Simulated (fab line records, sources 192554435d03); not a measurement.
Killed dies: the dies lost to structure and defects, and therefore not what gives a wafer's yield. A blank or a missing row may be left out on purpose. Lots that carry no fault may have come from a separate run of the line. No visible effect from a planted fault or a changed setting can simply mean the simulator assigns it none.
Chamber matching + flow n5Finfet + rieDiel-06 running N5_BEOL_M0_TRENCH_ETCH_107: 4 sister chambers
The step etches SiOC in C4F6/O2, target depth 32.8 nm, time 16.4 s. 8 wafers are shown with their chamber, then 10 later ones without.

## WAFERS PAIRED WITH THEIR CHAMBERS
| wafer  | chamber | drypumpMotorCurrentA (A) | rfVppV (V) |
|--------|---------|--------------------------|------------|
| L079.6 | 3       | 5.3                      | 657        |
| L083.2 | 3       | 5.3                      | 657        |
| L083.5 | 2       | 5.5                      | 663        |
| L083.6 | 1       | 4.9                      | 679        |
| L084.5 | 1       | 5.0                      | 681        |
| L084.6 | 0       | 5.6                      | 641        |
| L090.1 | 0       | 5.6                      | 641        |
| L090.3 | 2       | 5.5                      | 665        |

## WAFERS WITHOUT THEIR CHAMBER
| wafer  | drypumpMotorCurrentA (A) | rfVppV (V) |
|--------|--------------------------|------------|
| L090.4 | 4.9                      | 678        |
| L094.2 | 4.9                      | 680        |
| L094.4 | 5.6                      | 640        |
| L094.5 | 5.5                      | 664        |
| L096.2 | 5.5                      | 664        |
| L096.3 | 5.3                      | 658        |
| L096.6 | 4.9                      | 677        |
| L097.1 | 5.5                      | 640        |
| L097.5 | 5.5                      | 639        |
| L097.6 | 5.3                      | 657        |

## CHAMBER TAKEN BY EACH
| wafer  | from the rows above | in truth |
|--------|---------------------|----------|
| L090.4 | 1                   | 1        |
| L094.2 | 1                   | 1        |
| L094.4 | 0                   | 0        |
| L094.5 | 2                   | 2        |
| L096.2 | 2                   | 2        |
| L096.3 | 3                   | 3        |
| L096.6 | 1                   | 1        |
| L097.1 | 0                   | 0        |
| L097.5 | 0                   | 0        |
| L097.6 | 3                   | 3        |
Placed correctly: 10 of 10. From these rows, 0 cannot be placed. Number placed wrongly: 0.
How it was worked out, from the rows above alone: a wafer's distance from a chamber is the root of the sum, over the readings, of the square of ((its reading less the chamber's mean) divided by the reading's scatter). If the next closest chamber is less than 2 further off than the closest, the wafer can't be placed; otherwise it belongs to the closest. Each chamber's mean is taken over the wafers shown for it. The scatter is the square root of a quotient: the sum, over the shown wafers, of each reading's squared deviation from its chamber's mean, divided by wafers minus chambers.
